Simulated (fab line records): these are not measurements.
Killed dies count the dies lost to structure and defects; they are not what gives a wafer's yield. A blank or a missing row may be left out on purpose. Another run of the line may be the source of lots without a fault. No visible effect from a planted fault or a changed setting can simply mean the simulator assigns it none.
fab line records	flow n5-finfet
record: lots: 15	wafers: 41	last-day: 19
route steps=1938 shown BEOL_M12@1656 BEOL_M13@1660
lots that met no fault: from a run of the same line without faults
start-h: hours from the record's opening day to when the first of the lot's shown wafers began	wait-h: hours elapsed since this lot's preceding step	" repeats the value in the row above	L1.1+2: one row covering several wafers at once	- no value, or no start was given	* or withheld: withheld	< > ~ a bound
route shown NAME@n: names a module that has steps shown in the file, with the first one's number in the route	usual: average and standard deviation across the fault-free wafers	same: alike in all rows	chamber/n: place in a boat	sites: per-site readings	_std_site: how widely they spread, as a standard deviation	_edge_site: inner sites' mean taken away from outer sites' mean	radius-mm: how far each site lies from the wafer's centre	mask NAME#n: copy n	behind: the last tool/chamber to shape the wafer	hold: why the lot went on hold/how many hours it stayed there/how the hold came to an end	device: transistor that didn't switch, given as n, p or np	end of line: the route-end tests of the same wafers	step lacking rows: just its recipe	killed: not the wafer's yield, but the dies lost to structure and defects at the first sort	map: dies across one wafer; x = killed, . = not, _ = none there
set.NAME: setting as actually run; set.NAME@STEP: the setting as run at that earlier step	model.NAME: the simulator's own value behind a step, which no gauge read
a sample of lots followed through the steps of the route, with each step as a table and each wafer as a row
services: when a tool's chamber went out of use (start-h, in hours from the record's first day, below 0 if earlier), for how many hours, and the reason
== steps ==
step: N5_BEOL_M12_DEP_53
recipe: material: SiCN	target-thk-a: 300	temp-c: withheld	precursor: 3MS/NH3	pressure-torr: 3	rf-w: 675	time-s: 10.5
usual: rf-fwd-power-W: 666.3/2.4	showerhead-plenum-p-Torr: 4.170/0.016	showerhead-vpp-V: 1616/50	throttle-valve-pct: 18.0/0.67
lot.wafer	tool	chamber	start-h	wait-h	rf-fwd-power-W	showerhead-plenum-p-Torr	showerhead-vpp-V	throttle-valve-pct
L646.2	pecvd-02	0	255.32	0.0	670.0	4.181	1580	19.2
L646.5	"	1	"	"	669.0	4.173	1680	18.2
L646.6	"	2	"	"	666.1	4.159	1493	17.1
L644.2	pecvd-03	0	256.99	0.0	665.3	4.167	1598	17.9
L644.3	"	1	"	"	666.7	4.164	1629	17.4
L644.6	"	1	"	"	665.4	4.173	1598	17.5
L647.1	pecvd-01	2	269.35	0.0	667.9	4.179	1642	18.3
L647.5	"	0	"	"	664.6	4.139	1610	18.6
L647.6	"	2	"	"	667.3	4.172	1627	18.4
L648.1	pecvd-03	0	269.49	0.0	664.5	4.159	1600	17.9
L648.3	"	2	"	"	666.8	4.175	1615	16.1
L648.6	"	1	"	"	665.0	4.167	1620	17.5
L649.3	pecvd-01	2	270.01	0.0	663.3	4.187	1625	18.1
L649.4	"	2	"	"	666.5	4.194	1665	18.2
L649.6	"	0	"	"	664.5	4.136	1635	18.3
L651.2	pecvd-02	1	285.84	0.0	669.7	4.167	1674	18.3
L651.4	"	0	"	"	667.2	4.177	1586	19.6
L651.5	"	1	"	"	671.7	4.175	1689	18.1
L652.3	pecvd-01	0	293.59	0.0	665.1	4.137	1612	18.6
L652.5	"	1	"	"	669.4	4.180	1661	17.9
L653.3	pecvd-02	2	302.17	0.0	661.3	4.172	1508	17.3
L653.5	"	0	"	"	668.3	4.171	1606	19.5
L653.6	"	1	"	"	665.1	4.171	1681	18.2
L655.4	pecvd-01	0	311.15	0.0	665.9	4.138	1626	18.5
L655.5	"	1	"	"	667.2	4.189	1646	18.0
L660.3	pecvd-01	1	353.07	0.0	667.5	4.184	1635	18.1
L660.4	"	0	"	"	670.8	4.124	1602	18.6
L660.6	"	1	"	"	665.6	4.179	1664	18.1
L661.2	pecvd-02	0	375.36	0.0	665.4	4.171	1554	19.5
L661.4	"	2	"	"	665.2	4.150	1506	17.3
L662.4	pecvd-03	1	381.92	0.0	661.1	4.181	1603	17.7
L662.5	"	2	"	"	667.9	4.179	1607	16.7
L662.6	"	0	"	"	664.6	4.172	1582	18.0
L664.2	pecvd-01	1	384.89	0.0	666.8	4.185	1658	18.0
L664.3	"	2	"	"	665.6	4.171	1620	18.5
L664.6	"	0	"	"	667.3	4.126	1611	18.3
L665.2	pecvd-03	0	409.68	0.0	662.6	4.162	1586	18.1
L665.3	"	2	"	"	665.6	4.184	1615	16.8
L665.4	"	2	"	"	669.1	4.181	1585	16.9
L667.2	pecvd-03	0	410.35	0.0	664.6	4.170	1587	17.9
L667.3	"	2	"	"	667.3	4.177	1646	16.7
step: N5_BEOL_M13_THK_MEAS_01
recipe: reads: SiOC_of_BEOL_M13_ILD_DEP_00
usual: M13_ILD_THK: 837/11
lot.wafer	tool	chamber	start-h	wait-h	M13_ILD_THK[nm]
L646.2	film-metro-02	-	255.60	0.1	839
L646.5	"	-	"	"	856
L646.6	"	-	"	"	843
L644.2	film-metro-02	-	257.29	0.1	828
L644.3	"	-	"	"	819
L644.6	"	-	"	"	844
L647.1	film-metro-02	-	269.62	0.1	833
L647.5	"	-	"	"	828
L647.6	"	-	"	"	840
L648.1	film-metro-01	-	269.76	0.1	843
L648.3	"	-	"	"	848
L648.6	"	-	"	"	839
L649.3	film-metro-02	-	270.29	0.1	843
L649.4	"	-	"	"	832
L649.6	"	-	"	"	843
L651.2	film-metro-02	-	286.12	0.1	836
L651.4	"	-	"	"	853
L651.5	"	-	"	"	834
L652.3	film-metro-02	-	293.87	0.1	844
L652.5	"	-	"	"	846
L653.3	film-metro-01	-	302.47	0.1	838
L653.5	"	-	"	"	842
L653.6	"	-	"	"	827
L655.4	film-metro-02	-	311.42	0.0	820
L655.5	"	-	"	"	857
L660.3	film-metro-01	-	353.35	0.1	839
L660.4	"	-	"	"	848
L660.6	"	-	"	"	834
L661.2	film-metro-01	-	375.65	0.1	842
L661.4	"	-	"	"	844
L662.4	film-metro-02	-	382.19	0.0	849
L662.5	"	-	"	"	838
L662.6	"	-	"	"	832
L664.2	film-metro-01	-	385.17	0.1	844
L664.3	"	-	"	"	835
L664.6	"	-	"	"	859
L665.2	film-metro-02	-	410.02	0.2	848
L665.3	"	-	"	"	849
L665.4	"	-	"	"	843
L667.2	film-metro-02	-	410.68	0.2	821
L667.3	"	-	"	"	846
step: N5_BEOL_M13_DESCUM_15
recipe: chemistry: O2	time-s: 7.9	source-power-w: 50	bias-power-w: 20	pressure-mtorr: 20	rf-frequency-hz: 2.712e+07	temp-c: 40	o2-flow-sccm: 225
usual: drypump-motor-current-A: 5.9/0.53	oes-product-au: 0.80/0.082	rf-fwd-power-W: 49.47/0.23	rf-vpp-V: 243.5/1.3	showerhead-plenum-p-Torr: 2.10/0.066	throttle-valve-pct: 20.32/0.23
lot.wafer	tool	chamber	start-h	wait-h	drypump-motor-current-A	oes-product-au	rf-fwd-power-W	rf-hours-counter-h	rf-vpp-V	showerhead-plenum-p-Torr	throttle-valve-pct
L646.2	rie-diel-02	3	255.99	0.0	6.2	0.67	49.40	236	240.9	1.98	20.58
L646.5	"	0	"	"	5.6	0.90	49.05	-	243.6	2.04	20.24
L646.6	"	3	"	"	6.2	0.67	49.32	-	241.3	1.98	20.59
L644.2	rie-diel-01	2	257.77	0.1	5.7	0.83	49.25	67	243.6	2.11	20.25
L644.3	"	3	"	"	5.4	0.91	49.47	20	243.7	2.06	20.08
L644.6	"	2	"	"	5.7	0.82	49.08	-	244.7	2.11	20.27
L647.1	rie-diel-03	0	270.14	0.0	4.9	0.76	49.83	168	242.6	2.09	20.19
L647.5	"	2	"	"	5.7	0.71	49.73	-	242.6	2.09	20.30
L647.6	"	3	"	"	6.6	0.86	49.30	-	243.0	2.12	20.22
L648.1	rie-diel-01	0	270.18	0.0	6.4	0.79	49.41	133	244.0	2.09	20.13
L648.3	"	1	"	"	5.8	0.85	49.55	64	246.3	2.22	19.99
L648.6	"	3	"	"	5.4	0.91	49.56	-	242.8	2.06	20.09
L649.3	rie-diel-03	3	270.68	0.0	6.6	0.85	49.73	51	244.4	2.12	20.19
L649.4	"	1	"	"	6.1	0.71	49.36	200	244.1	2.15	20.83
L649.6	"	3	"	"	6.6	0.86	49.51	-	243.4	2.12	20.21
L651.2	rie-diel-01	0	286.63	0.0	6.4	0.78	49.33	136	244.4	2.09	20.13
L651.4	"	0	"	"	6.4	0.79	49.52	-	243.0	2.09	20.14
L651.5	"	1	"	"	5.8	0.85	49.26	-	245.4	2.22	20.01
L652.3	rie-diel-01	0	294.38	0.0	6.4	0.78	49.58	139	242.4	2.09	20.13
L652.5	"	0	"	"	6.4	0.78	49.17	-	245.2	2.09	20.13
L653.3	rie-diel-02	0	302.86	0.0	5.6	0.88	49.25	45	242.1	2.03	20.25
L653.5	"	2	"	"	6.4	0.88	49.34	-	242.1	2.03	20.40
L653.6	"	1	"	"	5.2	0.69	49.05	-	241.5	1.97	20.82
L655.4	rie-diel-03	0	311.94	0.1	4.9	0.75	49.45	179	243.0	2.08	20.21
L655.5	"	2	"	"	5.8	0.71	49.64	-	243.6	2.08	20.30
L660.3	rie-diel-03	0	353.74	0.0	4.9	0.74	49.70	190	242.3	2.08	20.23
L660.4	"	2	"	"	5.7	0.70	50.02	197	244.0	2.08	20.33
L660.6	"	3	"	"	6.6	0.82	49.44	-	243.6	2.12	20.25
L661.2	rie-diel-01	3	376.04	0.0	5.4	0.85	49.80	57	243.2	2.05	20.14
L661.4	"	0	"	"	6.5	0.77	49.50	164	243.0	2.08	20.16
L662.4	rie-diel-02	2	382.58	0.0	6.4	0.85	49.32	60	242.6	2.02	20.44
L662.5	"	1	"	"	5.2	0.98	49.20	-	244.8	2.23	20.33
L662.6	"	2	"	"	6.4	0.86	49.51	-	242.0	2.02	20.45
L664.2	rie-diel-03	2	385.68	0.0	5.8	0.69	49.54	206	242.0	2.08	20.35
L664.3	"	1	"	"	6.1	0.68	49.44	232	245.3	2.14	20.91
L664.6	"	0	"	"	4.9	0.73	49.63	-	243.4	2.08	20.24
L665.2	rie-diel-03	1	410.41	0.0	6.1	0.68	49.21	239	244.8	2.13	20.90
L665.3	"	2	"	"	5.8	0.69	49.70	214	244.1	2.07	20.35
L665.4	"	0	"	"	4.9	0.73	49.56	206	242.2	2.07	20.26
L667.2	rie-diel-02	1	411.07	0.0	5.2	0.96	49.25	14	246.4	2.23	20.35
L667.3	"	2	"	"	6.4	0.84	49.41	69	241.6	2.02	20.46
step: N5_BEOL_M13_EXPOSE_25
recipe: mask-id: M13	na: 0.93	source-shape: conventional	sigma-outer: 0.4	polarization: unpolarized	target-cd-nm: 210	dose-mj: 22
lot.wafer	tool	chamber	start-h	wait-h	mask
L646.2+5+6	krf-scanner-01	0	256.69	-	M13#0
L644.2+3+6	krf-scanner-02	0	258.58	-	M13#0
L647.1+5+6	krf-scanner-01	0	270.95	-	M13#0
L648.1+3+6	krf-scanner-01	0	270.98	-	M13#0
L649.3+4+6	krf-scanner-01	0	271.38	-	M13#0
L651.2+4+5	krf-scanner-02	0	287.45	-	M13#0
L652.3+5	krf-scanner-01	0	295.20	-	M13#0
L653.3+5+6	krf-scanner-01	0	303.55	-	M13#0
L655.4+5	krf-scanner-01	0	312.80	-	M13#0
L660.3+4+6	krf-scanner-02	0	354.44	-	M13#0
L661.2+4	krf-scanner-01	0	376.86	-	M13#0
L662.4+5+6	krf-scanner-01	0	383.28	-	M13#0
L664.2+3+6	krf-scanner-01	0	386.50	-	M13#0
L665.2+3+4	krf-scanner-02	0	411.23	-	M13#0
L667.2+3	krf-scanner-01	0	411.77	-	M13#0
step: N5_BEOL_M13_CD_MEAS_28
recipe: target-cd-nm: 209.5	landing-energy-ev: 500	detector: se-inlens
usual: cd-nm: 209.1/1.5
lot.wafer	tool	chamber	start-h	wait-h	cd-nm
L646.2	cd-sem-03	0	256.85	-	209.0
L646.5	"	0	"	"	206.7
L646.6	"	0	"	"	208.4
L644.2	cd-sem-03	0	258.75	-	208.2
L644.3	"	0	"	"	208.6
L644.6	"	0	"	"	207.6
L647.1	cd-sem-03	0	271.12	-	208.3
L647.5	"	0	"	"	208.7
L647.6	"	0	"	"	208.5
L648.1	cd-sem-03	0	271.16	-	212.0
L648.3	"	0	"	"	210.4
L648.6	"	0	"	"	209.9
L649.3	cd-sem-03	0	271.54	-	207.2
L649.4	"	0	"	"	207.2
L649.6	"	0	"	"	209.0
L651.2	cd-sem-01	0	287.62	-	212.9
L651.4	"	0	"	"	211.5
L651.5	"	0	"	"	212.4
L652.3	cd-sem-02	0	295.36	-	292.5
L652.5	"	0	"	"	290.1
L653.3	cd-sem-01	0	303.72	-	294.2
L653.5	"	0	"	"	295.0
L653.6	"	0	"	"	209.3
L655.4	cd-sem-01	0	312.96	-	207.9
L655.5	"	0	"	"	288.2
L660.3	cd-sem-02	0	354.61	-	207.6
L660.4	"	0	"	"	207.9
L660.6	"	0	"	"	205.7
L661.2	cd-sem-02	0	377.03	-	208.7
L661.4	"	0	"	"	209.0
L662.4	cd-sem-02	0	383.44	-	209.0
L662.5	"	0	"	"	209.3
L662.6	"	0	"	"	210.2
L664.2	cd-sem-01	0	386.67	-	210.6
L664.3	"	0	"	"	210.5
L664.6	"	0	"	"	208.5
L665.2	cd-sem-01	0	411.40	-	209.6
L665.3	"	0	"	"	209.3
L665.4	"	0	"	"	210.0
L667.2	cd-sem-03	0	411.93	-	209.6
L667.3	"	0	"	"	209.6
== services ==
tool	chamber	start-h	hours	kind
pecvd-01	1	231.76	22.7	repair
krf-scanner-02	-	263.08	1.0	pm
pecvd-02	-	264.28	5.5	pm
krf-scanner-02	-	269.53	2.5	repair
rie-diel-02	0	275.91	6.9	repair
krf-scanner-01	-	278.00	4.1	repair
rie-diel-01	2	285.53	14.8	repair
rie-diel-02	3	302.17	-	clean
rie-diel-02	3	302.17	-	consumable-replace:focus-ring
krf-scanner-01	-	306.98	1.3	pm
krf-scanner-02	-	318.54	0.8	pm
pecvd-03	-	324.74	0.7	repair
krf-scanner-01	0	331.43	-	calibration
krf-scanner-01	-	338.84	1.0	pm
krf-scanner-01	-	344.04	0.8	pm
krf-scanner-02	-	350.95	1.3	pm
krf-scanner-01	-	360.42	11.6	pm
pecvd-02	1	369.50	7.5	repair
krf-scanner-02	0	370.94	-	calibration
pecvd-01	2	372.71	5.5	scheduled-down
krf-scanner-02	-	391.57	1.0	pm
pecvd-01	-	391.84	0.6	repair
krf-scanner-01	-	395.13	0.2	repair
rie-diel-01	-	402.47	2.1	repair
== key ==
first-sign: step: N5_BEOL_M13_CD_MEAS_28	reading: cd-nm	direction: up	sigmas: 57	usual: 209.1	struck: 292.0
effect none on later readings
met-at N5_BEOL_M13_EXPOSE_25
struck-lots L652,L653,L655
struck-wafers L652.3,L652.5,L653.3,L653.5,L655.5
later-rows-left-out L652.3,L652.5,L653.3,L653.5,L655.5
sort-left-out L652.3,L652.5,L653.3,L653.5,L655.5
not-acting-at N5_BEOL_M12_DEP_53,N5_BEOL_M13_THK_MEAS_01,N5_BEOL_M13_DESCUM_15
onset-between 271.38 295.20
fault: kind: process-parameter-drift	tool: krf-scanner-01	chamber: -	onset-h: 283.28	steps: N5_BEOL_M13_EXPOSE_25	channel: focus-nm	offset: 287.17	shape: step	end-h: 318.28	scope: struck-wafers-only
sort-left-out: the simulated sort isn't trusted on such a fault, so these wafers' sort isn't shown, and their yield isn't known
later-rows-left-out: the simulator's readings of these wafers behind a module that went badly wrong aren't trusted and aren't shown, but for the sort
